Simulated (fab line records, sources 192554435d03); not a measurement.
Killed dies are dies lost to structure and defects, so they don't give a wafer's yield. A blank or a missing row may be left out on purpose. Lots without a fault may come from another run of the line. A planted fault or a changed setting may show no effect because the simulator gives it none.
Chamber matching | flow n5_finfet | N5_BEOL_M0_SAQP_SPACER1_ALD_98 on ald_sin-03: 4 sister chambers
The step deposits SiO2, target thk 12.8 nm, pulse time 1 s, purge time 2 s. 4 wafers are shown with their chamber, then 12 later ones without.

WAFERS WITH THEIR CHAMBER
wafer  | chamber | heater_power_w (W)
L087.6 | 3       | 443
L088.3 | 2       | 418
L088.5 | 1       | 440
L088.6 | 0       | 525

WAFERS WITHOUT THEIR CHAMBER
wafer  | heater_power_w (W)
L091.1 | 437
L091.2 | 439
L091.6 | 424
L092.3 | 434
L092.5 | 428
L092.6 | 437
L094.2 | 509
L094.3 | 439
L094.6 | 432
L097.2 | 499
L097.3 | 427
L097.5 | 450

WHICH CHAMBER EACH WENT THROUGH
wafer  | from the rows above          | in truth
L091.1 | can't be placed: 1 or 3 or 2 | 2
L091.2 | can't be placed: 1 or 3 or 2 | 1
L091.6 | can't be placed: 2 or 1 or 3 | 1
L092.3 | can't be placed: 1 or 3 or 2 | 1
L092.5 | can't be placed: 2 or 1 or 3 | 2
L092.6 | can't be placed: 1 or 3 or 2 | 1
L094.2 | 0                            | 0
L094.3 | can't be placed: 1 or 3 or 2 | 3
L094.6 | can't be placed: 1 or 3 or 2 | 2
L097.2 | 0                            | 0
L097.3 | can't be placed: 2 or 1 or 3 | 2
L097.5 | can't be placed: 3 or 1      | 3
Placed correctly: 2 of 12. Can't be placed from these rows: 10 (the true chamber is among the candidates in 10). Placed wrongly: 0.
How it was worked out, from the rows above alone: a wafer's distance from a chamber is the root of the sum, over the readings, of the square of ((its reading less the chamber's mean) divided by the reading's scatter). The wafer belongs to the nearest chamber; if the next one is less than 2 further off, it can't be placed. A chamber's mean is the mean of its shown wafers. The scatter: with one shown wafer a chamber, the root of the mean of the squares of how far each hidden wafer lies from its nearest shown one.
